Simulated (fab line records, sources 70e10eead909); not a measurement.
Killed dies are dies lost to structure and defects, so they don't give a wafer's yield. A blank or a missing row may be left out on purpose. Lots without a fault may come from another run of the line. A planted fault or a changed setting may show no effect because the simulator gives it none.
fab line records | flow nand_harc
record lots=5 wafers=15 last_day=34
route steps=1302 shown A_CONTACT@1105 A_BLC@1107 END@1302
lots that met no fault: from a run of the same line without faults
start_h: hours from the record's first day to the start of the lot's first wafer shown | wait_h: hours since the lot's step before | " the same as in the row above | L1.1+2: a row that stands for several wafers | - no value, or no start given | * or withheld: withheld | < > ~ a bound
route shown NAME@n: a module of which the file shows steps, and the number in the route of the first | usual: mean/standard deviation of fault-free wafers | same: alike in all rows | chamber/n: place in a boat | sites: the reading at each site | _std_site: their standard deviation | _edge_site: outer sites' mean less inner sites' | radius_mm: how far each site lies from the wafer's centre | mask NAME#n: copy n | behind: the tool/chamber that last shaped the wafer | hold: why the lot was held/for how many hours/how that ended | device: the transistor (n, p or np) that didn't switch | end of line: the same wafers' tests at the end of the route | a step without rows: its recipe alone | killed: dies lost to structure and defects at the first sort, not the wafer's yield | map: a wafer's dies, x killed, . not, _ none there
set.NAME: the setting as run; set.NAME@STEP: as run at that earlier step | model.NAME: the simulator's own value behind a step, which no gauge read
lots at some steps of the route; a table a step, a row a wafer
services: from which hour (start_h, from the record's first day; less than 0 if before it) a tool's chamber was out of use, for how many hours, and why
## steps
# step NHARC_A_CONTACT_SRD_22
# step NHARC_A_CONTACT_INSPECT_23
# usual raw_defect_count=524/130
# columns lot.wafer tool chamber start_h wait_h raw_defect_count
L414.3 defect_inspect-01 - 527.81 0.1 513
L414.4 " - " " 520
L414.5 " - " " 397
L418.1 defect_inspect-02 - 577.99 0.1 399
L418.4 " - " " 438
L418.6 " - " " 379
L423.2 defect_inspect-01 - 629.33 0.1 395
L423.4 " - " " 463
L423.5 " - " " 557
L432.4 defect_inspect-01 - 703.33 0.1 546
L432.5 " - " " 504
L432.6 " - " " 610
L434.1 defect_inspect-02 - 764.80 0.1 373
L434.4 " - " " 415
L434.5 " - " " 416
# step NHARC_A_BLC_DEHYDRATE_00
# recipe temp_c=150 time_s=120
# step NHARC_A_BLC_HMDS_01
# recipe time_s=30
# step NHARC_A_BLC_COAT_02
# recipe temp_c=260 time_s=75
# step NHARC_A_BLC_COAT_03
# recipe temp_c=225 time_s=65
# step NHARC_A_BLC_COAT_04
# recipe spin_rpm=1500 resist_thk_nm=90
# step NHARC_A_BLC_SOFTBAKE_05
# recipe temp_c=105 time_s=55
# step NHARC_A_BLC_EBR_06
# step NHARC_A_BLC_EXPOSE_07
# recipe na=1.35 target_cd_nm=100 dose_mj=67.97 mask_id=A_BLC
# step NHARC_A_BLC_PEB_08
# recipe peb_temp_c=100 peb_time_s=65
# step NHARC_A_BLC_DEVELOP_09
# recipe develop_time_s=35 dev_temp_c=23
# columns lot.wafer tool chamber start_h wait_h
L414.3+4+5 litho_track-04 0 528 -
L418.1+4+6 litho_track-01 0 578 -
L423.2+4+5 litho_track-01 0 629 -
L432.4+5+6 litho_track-06 0 703 -
L434.1+4+5 litho_track-06 0 765 -
# step NHARC_A_BLC_CD_MEAS_10
# recipe target_cd_nm=100 landing_energy_ev=500
# usual cd_nm=99.8/0.67
# same landing_energy_ev=500
# columns lot.wafer tool chamber start_h wait_h cd_nm
L414.3 cd_sem-02 0 528.39 - 101.2
L414.4 " 0 " " 101.0
L414.5 " 0 " " 101.1
L418.1 cd_sem-03 0 578.50 - 98.9
L418.4 " 0 " " 99.6
L418.6 " 0 " " 99.9
L423.2 cd_sem-01 0 629.71 - 96.8
L423.4 " 0 " " 97.4
L423.5 " 0 " " 98.7
L432.4 cd_sem-02 0 703.72 - 100.6
L432.5 " 0 " " 100.1
L432.6 " 0 " " 99.7
L434.1 cd_sem-02 0 765.30 - 100.8
L434.4 " 0 " " 99.8
L434.5 " 0 " " 99.9
# step NHARC_A_BLC_OVL_MEAS_11
# usual overlay_x_nm=0.1/0.99 overlay_y_nm=-0.2/0.81
# columns lot.wafer tool chamber start_h wait_h overlay_x_nm overlay_y_nm
L414.3 overlay-02 - 528.48 - -1.0 0.6
L414.4 " - " " -0.6 1.5
L414.5 " - " " -1.0 0.5
L418.1 overlay-01 - 578.58 - -0.1 -1.0
L418.4 " - " " -0.4 -0.2
L418.6 " - " " 0.1 -0.4
L423.2 overlay-01 - 629.80 - 0.4 0.1
L423.4 " - " " 0.2 0.0
L423.5 " - " " 0.0 0.2
L432.4 overlay-01 - 703.80 - -0.2 -0.9
L432.5 " - " " -1.0 -0.5
L432.6 " - " " -0.5 -0.9
L434.1 overlay-02 - 765.39 - 0.0 0.4
L434.4 " - " " -0.8 0.4
L434.5 " - " " -0.2 0.9
# step NHARC_A_BLC_INSPECT_12
# usual raw_defect_count=92/31
# columns lot.wafer tool chamber start_h wait_h raw_defect_count
L414.3 defect_inspect-02 - 528.51 0.0 56
L414.4 " - " " 74
L414.5 " - " " 77
L418.1 defect_inspect-01 - 578.62 0.0 110
L418.4 " - " " 135
L418.6 " - " " 109
L423.2 defect_inspect-01 - 629.84 0.0 59
L423.4 " - " " 72
L423.5 " - " " 85
L432.4 defect_inspect-01 - 703.83 0.0 133
L432.5 " - " " 113
L432.6 " - " " 133
L434.1 defect_inspect-02 - 765.43 0.0 92
L434.4 " - " " 112
L434.5 " - " " 80
# step NHARC_A_BLC_DESCUM_15
# recipe time_s=3 o2_flow_sccm=200 ar_flow_sccm=0 bias_power_w=0 chemistry=O2
# usual drypump_motor_current_A=5.7/0.49 oes_product_au=0.997/0.0083 rf_vpp_V=57.6/0.98 showerhead_plenum_p_Torr=1.88/0.083 throttle_valve_pct=11.312/0.0086
# columns lot.wafer tool chamber start_h wait_h drypump_motor_current_A oes_product_au rf_hours_counter_h rf_vpp_V showerhead_plenum_p_Torr throttle_valve_pct model.A_BLC.cd_nm
L414.4 rie_diel-05 0 528.57 0.1 5.5 0.992 44 59.0 1.97 11.320 100.6
L414.3 " 2 " " 6.3 1.001 26 56.6 1.81 11.303 100.5
L414.5 " 1 " " 6.6 0.977 - 58.2 1.84 11.313 100.6
L418.1 rie_diel-06 0 578.69 0.1 6.1 0.998 6 55.3 1.79 11.307 98.52
L418.4 " 1 " " 5.7 0.998 6 58.1 1.86 11.315 99.77
L418.6 " 0 " " 6.1 0.988 - 57.9 1.79 11.300 99.22
L423.4 rie_diel-06 3 629.90 0.1 5.5 0.991 9 58.1 2.01 11.307 96.84
L423.2 " 2 " " 4.7 0.999 10 57.1 1.86 11.308 96.28
L423.5 " 3 " " 5.5 1.004 - 58.7 2.01 11.323 98.86
L432.6 rie_diel-02 0 703.93 0.1 5.7 1.000 - 58.2 1.80 11.334 99.79
L432.5 " 1 " " 5.2 0.992 - 57.3 1.79 11.315 99.53
L432.4 " 3 " " 6.3 0.982 - 57.2 1.95 11.318 100.5
L434.1 rie_diel-06 2 765.49 0.1 4.7 0.988 7 57.5 1.86 11.309 101
L434.4 " 1 " " 5.7 0.997 8 56.3 1.86 11.309 100.5
L434.5 " 2 " " 4.7 0.990 - 57.5 1.86 11.302 100.5
# step NHARC_A_BLC_ETCH_16
# recipe target_depth_a=390 over_etch_frac=0.3 time_s=65 ion_energy_ev=80 cf4_flow_sccm=150 ar_flow_sccm=0 rf_w=300 bias_w=100 chemistry=CF4
# usual drypump_motor_current_A=5.7/0.49 oes_product_au=0.997/0.0083 rf_vpp_V=150.8/1.3 showerhead_plenum_p_Torr=1.74/0.072 throttle_valve_pct=13.283/0.0096
# columns lot.wafer tool chamber start_h wait_h drypump_motor_current_A oes_product_au rf_hours_counter_h rf_vpp_V showerhead_plenum_p_Torr throttle_valve_pct model.A_BLC.cd_nm
L414.3 rie_diel-05 1 528.66 0.1 6.7 0.994 41 151.1 1.71 13.269 99.96
L414.4 " 3 " " 4.9 1.005 39 152.7 1.90 13.277 100.5
L414.5 " 0 " " 5.5 1.004 - 151.7 1.82 13.267 100.6
L418.1 rie_diel-06 2 578.78 0.1 4.7 1.006 6 152.5 1.72 13.274 98.67
L418.4 " 3 " " 5.5 0.998 6 153.5 1.85 13.264 99.44
L418.6 " 1 " " 5.7 0.997 - 151.0 1.72 13.274 98.81
L423.4 rie_diel-06 2 629.98 0.1 4.7 0.996 10 150.6 1.72 13.282 97.14
L423.2 " 3 " " 5.6 0.983 9 151.0 1.85 13.281 96.27
L423.5 " 3 " " 5.5 0.997 - 151.6 1.85 13.266 98.76
L432.4 rie_diel-02 0 704.02 0.1 5.7 1.014 - 151.4 1.67 13.282 100.5
L432.5 " 1 " " 5.2 0.997 - 148.8 1.66 13.275 99.5
L432.6 " 3 " " 6.3 1.002 - 151.4 1.80 13.283 99.35
L434.1 rie_diel-06 2 765.58 0.1 4.7 1.002 7 148.9 1.72 13.284 101.1
L434.4 " 3 " " 5.5 0.999 7 153.1 1.85 13.287 100.1
L434.5 " 1 " " 5.7 0.997 - 149.7 1.72 13.293 100.4
# step NHARC_A_BLC_ETCH_17
# recipe target_depth_a=3900 over_etch_frac=0.25 time_s=609.38 ion_energy_ev=200 n2_flow_sccm=150 h2_flow_sccm=150 ar_flow_sccm=0 rf_w=400 bias_w=150 chemistry=N2/H2
# usual drypump_motor_current_A=5.6/0.48 oes_product_au=0.998/0.0071 rf_vpp_V=429.5/2.7 showerhead_plenum_p_Torr=2.00/0.093 throttle_valve_pct=14.170/0.0091
# columns lot.wafer tool chamber start_h wait_h drypump_motor_current_A oes_product_au rf_hours_counter_h rf_vpp_V showerhead_plenum_p_Torr throttle_valve_pct
L414.3 rie_diel-05 2 - - 6.3 0.998 26 425.8 1.93 14.183
L414.4 " 3 " " 5.0 1.008 39 433.8 2.20 14.158
L414.5 " 1 " " 6.6 0.995 - 428.6 1.96 14.177
L418.4 rie_diel-06 1 - - 5.7 0.994 6 428.2 1.98 14.162
L418.1 " 2 " " 4.8 1.009 6 429.4 1.98 14.170
L418.6 " 2 " " 4.7 1.004 - 427.7 1.98 14.168
L423.4 rie_diel-06 3 - - 5.6 1.005 9 433.8 2.15 14.162
L423.2 " 1 " " 5.7 0.997 11 430.5 1.98 14.158
L423.5 " 3 " " 5.5 0.991 - 434.2 2.15 14.174
L432.5 rie_diel-02 1 - - 5.2 1.013 - 426.5 1.90 14.152
L432.6 " 3 " " 6.3 0.995 - 432.4 2.07 14.164
L432.4 " 0 " " 5.7 1.003 - 426.7 1.91 14.175
L434.1 rie_diel-06 3 - - 5.5 1.007 7 433.7 2.14 14.189
L434.4 " 1 " " 5.7 0.999 8 427.4 1.98 14.171
L434.5 " 3 " " 5.5 0.992 - 434.4 2.14 14.165
# step NHARC_END_SORT_01
# recipe temp_c=25
# usual killed_at_array=64/16 killed_at_other=1.0/1.1 killed_at_periphery=3.5/2.3 killed_dies=69/17 killed_open=3.2/1.6 killed_short=2.4/1.6
# same gross_dies=677
# columns lot.wafer tool chamber start_h wait_h killed_at_array killed_at_other killed_at_periphery killed_dies killed_open killed_short
L423.2 prober-01 0 675.18 2.8 51 0 2 53 5 6
# killed by level:class
L423.2 A_SLIT:chamber_film_flake=25 A_CHANNEL_HOLE_D1:chamber_film_flake=7 A_SOURCE_PLATE:geometric_particle:short=3 A_ONON_D2:geometric_particle:open=3 A_CONTACT:chamber_film_flake=3 A_CHANNEL_FILL_D2:chamber_film_flake=2 A_CHANNEL_HOLE_D1:geometric_particle:short=1 A_ONON_D2:geometric_particle:short=1
## services
# columns tool chamber start_h hours kind
litho_track-01 - 505.00 7.0 pm
rie_diel-06 - 523.55 0.5 repair
rie_diel-02 0 526.22 5.4 repair
litho_track-06 - 529.00 7.0 pm
rie_diel-02 - 570.70 9.0 pm
rie_diel-05 - 583.65 9.0 pm
rie_diel-05 1 594.14 11.2 repair
rie_diel-06 3 598.50 14.2 repair
rie_diel-06 - 651.01 0.7 repair
rie_diel-06 - 661.23 9.0 pm
litho_track-01 - 680.00 7.0 pm
rie_diel-02 3 690.49 6.1 repair
rie_diel-02 2 701.35 3.5 repair
litho_track-06 - 704.00 7.0 pm
rie_diel-02 0 706.74 45.4 repair
rie_diel-05 0 710.05 15.1 repair
rie_diel-05 1 715.06 3.6 repair
rie_diel-06 3 730.26 5.6 repair
rie_diel-02 2 737.60 3.9 repair
rie_diel-05 2 741.36 11.5 repair
rie_diel-02 - 747.94 9.0 pm
rie_diel-05 0 748.95 1.5 repair
rie_diel-05 2 756.15 4.9 repair
rie_diel-05 - 760.84 9.0 pm
## key
first_sign step=NHARC_A_BLC_CD_MEAS_10 reading=cd_nm direction=down sigmas=4.1 usual=99.8 struck=97.1
effect none on later readings
model_effect step=NHARC_A_BLC_DESCUM_15 value=A_BLC.cd_nm without=98.32 struck=96.56
model_effect step=NHARC_A_BLC_ETCH_16 value=A_BLC.cd_nm without=98.46 struck=96.7
met_at NHARC_A_BLC_DEVELOP_09
struck_wafers L423.2,L423.4
tester_left_out L423
onset_between 578 629
fault kind=process_parameter_drift tool=litho_track-01 chamber=- onset_h=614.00 steps=NHARC_A_BLC_DEVELOP_09 channel=develop_time_s offset=* shape=step end_h=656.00 scope=struck_wafers_only acts_in=* stated=*
# tester_left_out: of these lots the tester's yield and bins aren't shown, on N5 and GAA mostly nor the transistor test; their killed dies are dies lost to structure and defects alone, not to doping, threshold or leakage, so they don't give the yield
